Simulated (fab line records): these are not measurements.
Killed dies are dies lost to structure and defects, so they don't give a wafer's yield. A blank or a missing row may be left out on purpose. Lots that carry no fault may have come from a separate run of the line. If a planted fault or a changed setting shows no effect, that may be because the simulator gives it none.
One fault through the eyes of 2 desks :: flow n5-finfet :: each desk has only its own numbers; what lay behind them comes last

## METROLOGY DESK
What the gauges read, lot by lot, whatever tool the lot ran on: means of the sampled wafers that have a number. The brackets show how far a lot's mean lies from the usual mean; more than 4 standard deviations puts the lot out of limits, marked OUT.
Columns: A = M8_OVL at N5_BEOL_M8_OVL_MEAS_12, usual 0.0 nm
lot: L779
first seen here: day 10 10:07
A: -0.2

lot: L782
first seen here: day 10 16:19
A: -0.8

lot: L781
first seen here: day 10 16:43
A: -0.4

lot: L783
first seen here: day 11 19:02
A: 0.2

lot: L785
first seen here: day 11 19:14
A: -0.2

lot: L788
first seen here: day 12 23:20
A: 0.2

lot: L791
first seen here: day 13 22:10
A: 0.4

lot: L796
first seen here: day 14 21:46
A: 0.4

lot: L797
first seen here: day 14 22:02
A: -0.8

lot: L798
first seen here: day 15 12:45
A: 0.7

lot: L799
first seen here: day 16 06:37
A: -0.4
Result from this desk: across the 11 lots, nothing is out of limits.

## THE TOOL OWNER'S DESK: litho-track-05
The tool's own readings at N5_BEOL_M8_COAT_71 (time 60 s, resist thk 5 nm): means of the sampled wafers that have a number, for each lot that ran on this tool. The brackets show how far a lot's mean lies from the usual mean; more than 4 standard deviations puts the lot out of limits, marked OUT.
Columns: A = plate-temp-C at N5_BEOL_M8_COAT_71, usual 205.00 C; B = spin-speed-rpm at N5_BEOL_M8_COAT_71, usual 1500.2 rpm
lot: L779
first seen here: day 10 11:47
A: 204.94
B: 1499.4

lot: L785
first seen here: day 11 21:01
A: 204.81
B: 1501.4

lot: L791
first seen here: day 14 00:19
A: 205.05
B: 1440.9 (-60) OUT

lot: L796
first seen here: day 14 23:58
A: 204.85
B: 1442.1 (-59) OUT
This desk's verdict: out of limits on L791, L796, starting with L791 at day 14 00:19 (spin-speed-rpm at N5_BEOL_M8_COAT_71). L779, L785: within limits.

## BROUGHT TOGETHER
The tool owner's desk had the chance to raise an alarm at day 14 00:19 on L791, L796.
The metrology desk saw nothing out of limits.
The metrology desk has L791, L796 on record, within its limits.
Of the lots named, all ran N5_BEOL_M8_COAT_71 on litho-track-05.

## WHAT HAD BEEN PUT IN BY THE SIMULATOR
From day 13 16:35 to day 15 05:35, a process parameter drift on litho-track-05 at N5_BEOL_M8_COAT_71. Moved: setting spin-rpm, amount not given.
Struck lots among those shown: L791, L796.
Time in hours from fault onset to the first out-of-limits reading at each desk: the tool owner's desk, 8.
